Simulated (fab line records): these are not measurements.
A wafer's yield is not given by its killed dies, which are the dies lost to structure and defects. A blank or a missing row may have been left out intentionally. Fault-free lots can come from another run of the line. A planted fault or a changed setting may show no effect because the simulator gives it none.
Comparing a struck lot with a sound one + flow nandHarc + 14 steps out of a route of 1159
Sound: wafers L336.1, L336.2, L336.3. Struck: wafers L346.2, L346.3, L346.4. The cause is named last.
For every step that has rows: the tool of each side, followed by ch and its chambers, followed by its first start. Under that, the readings that differ: sound wafers + struck wafers + difference of the means + sigmas: that difference in standard deviations of wafers without a fault.
alike: a reading whose means differ by less than 2 such deviations, as well as words and numbers matching on both sides. not compared: withheld readings; readings where some wafer has no value; bounds like >300 that might hide an equal value; numbers whose values overlap and for which the record gives no deviation.
Wherever a step has rows on one side only, a row that says differs or no value, or a row with sigmas, the two part there. When numbers do not overlap yet have no deviation, they are printed without sigmas and do not part them. A reading that every wafer of one side lacks parts them only if that side has two wafers or more.

NHARC_THIN_TSV_CMP_21: polishes, t overpolish 30 s, target thk 2000 nm.
  sound on cmp-01 ch 0,1,2, day 19 15:13; struck on cmp-03 ch 0,1,3, day 21 13:55
  alike: motorCurrentA, overpolishRunS
after that, 1 step had no rows for these wafers: NHARC_THIN_TSV_SRD_23.
NHARC_THIN_TSV_DEGAS_53: time 60 s.
  sound on pvdSputter-01, day 19 15:41; struck on pvdSputter-02, day 21 14:22
  alike: heaterPowerW
NHARC_THIN_TSV_PRE_CLEAN_54: time 30 s.
  sound on pvdSputter-01, day 19 15:46; struck on pvdSputter-02, day 21 14:26
  alike: heaterPowerW
then, 7 steps without rows for these wafers: NHARC_THIN_TSV_PVD_55 (deposits TiN, target thk 50 nm); NHARC_THIN_TSV_PVD_24 (deposits Al, target thk 800 nm); NHARC_THIN_TSV_DEHYDRATE_25 (time 120 s); NHARC_THIN_TSV_HMDS_26 (time 30 s); NHARC_THIN_TSV_COAT_27; NHARC_THIN_TSV_SOFTBAKE_28 (time 95 s); NHARC_THIN_TSV_EBR_29.
NHARC_THIN_TSV_EXPOSE_30: exposes mask PAD.
  sound on krfScanner-03 ch 0, day 19 16:40; struck on krfScanner-04 ch 0, day 21 15:14
| reading           | sound                | struck               | difference | sigmas |
|-------------------|----------------------|----------------------|------------|--------|
| exposureDoseMJCm2 | 11.447 11.449 11.454 | 12.045 12.062 12.035 | +0.597     | +54    |
  alike: mask, focusOffsetNm
then, 1 step without rows for these wafers: NHARC_THIN_TSV_PEB_31 (peb time 85 s).
NHARC_END_SORT_01:
  sound on prober-02 ch 0, day 20 03:29; struck on prober-02 ch 0, day 22 01:15
  alike: defectLimitedYield, killedAtArray, killedAtOther, killedAtPeriphery, killedDies, killedOpen, killedShort, sort_bin_2_pct, sort_bin_3_pct, sort_bin_4_pct, sortNPass, sortRimYieldPct, sortYieldPct

== WHERE THEY PART ==
Only at NHARC_THIN_TSV_EXPOSE_30, as far as this record shows. Later steps at which nothing parts them and some readings are alike: NHARC_END_SORT_01.

WHY: what the simulator had put in
Process parameters drifting: krfScanner-04 at NHARC_THIN_TSV_EXPOSE_30, beginning at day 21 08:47. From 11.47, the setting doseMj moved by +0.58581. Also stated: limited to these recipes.
